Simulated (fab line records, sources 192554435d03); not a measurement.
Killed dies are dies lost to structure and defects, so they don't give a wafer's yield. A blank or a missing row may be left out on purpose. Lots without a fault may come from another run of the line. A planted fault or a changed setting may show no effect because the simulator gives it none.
Problem report in the 8D (eight disciplines) form, filled by code | flow n5_finfet | the parts of the form that need people (team, actions taken, sign-off) are left out

1. THE PROBLEM
exposure_dose_mJ_cm2 at N5_BEOL_M7_EXPOSE_08 reads a mean of 69.05 on 6 wafers of 2 lots; wafers without a fault read 68.20 with a standard deviation of 0.065. That is +13 standard deviations from the usual mean.
The step: exposes mask M7.
First seen on wafer L567.1, day 11 12:09, on arfi_scanner-02. The record holds 30 wafers of 10 lots with a number at this step. Rule for "out", or "out of limits": more than 4 standard deviations from the usual mean. The other wafers with a number count as sound.

2. WHAT IT IS AND WHAT IT IS NOT
question                    | is                     | is not
which readings at this step | exposure_dose_mJ_cm2   | focus_offset_nm
which lots                  | L567, L570             | L554, L555, L556, L557, L558, L561, L563, L564
which wafers of those lots  | all that have a number | -
read on which tools         | arfi_scanner-02        | arfi_scanner-01, arfi_scanner-03
when                        | from day 11 12:09      | up to then (24 sound wafers)

3. SUSPECTS, AND WHAT RULES EACH OUT
Counting: a tool at a process step up to the reading stays a suspect if it ran every lot that is out and no sound lot after the first of them.
- rie_diel-06 at N5_BEOL_M6_ETCH_65 (etches SiARC in CF4, target depth 15.6 nm, time 26 s): kept. It ran every lot that is out, first L567 (day 11 07:50), and no sound lot after that; its last sound lot up to then is L561 (day 11 02:03).
- arfi_scanner-02 at N5_BEOL_M7_EXPOSE_08 (exposes mask M7): kept. It ran every lot that is out, first L567 (day 11 12:09), and no sound lot after that; its last sound lot up to then is L563 (day 11 09:32). Its own readings are out on those wafers: exposure_dose_mJ_cm2.
Left after counting: rie_diel-06 at N5_BEOL_M6_ETCH_65, arfi_scanner-02 at N5_BEOL_M7_EXPOSE_08.

4. THE CAUSE (what the simulator had put in)
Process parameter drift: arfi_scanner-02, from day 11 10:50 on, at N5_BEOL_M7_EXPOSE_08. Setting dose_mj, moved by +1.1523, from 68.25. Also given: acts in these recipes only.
Counting left 2 suspects, and this tool is among them.

5. THE CHAIN OF EFFECTS, in route order
Each row: a reading whose mean over the struck wafers that have a number lies more than 3 standard deviations from the usual. Only readings for which the record gives a usual standard deviation are gone through. hours: the time from each lot's start at the first step in this table that gives one to its start at this step, as a median over the lots. sigmas: the change in usual standard deviations.
hours | step                 | reading              | usual | on struck wafers | change | sigmas
0     | N5_BEOL_M7_EXPOSE_08 | exposure_dose_mJ_cm2 | 68.20 | 69.05            | +0.85  | +13
The process steps in it:
- N5_BEOL_M7_EXPOSE_08: exposes mask M7.

6. WHAT WOULD HAVE CAUGHT IT SOONER
In this record the first reading out of limits was taken at day 11 12:09, 1 hour after the fault began at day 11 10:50.
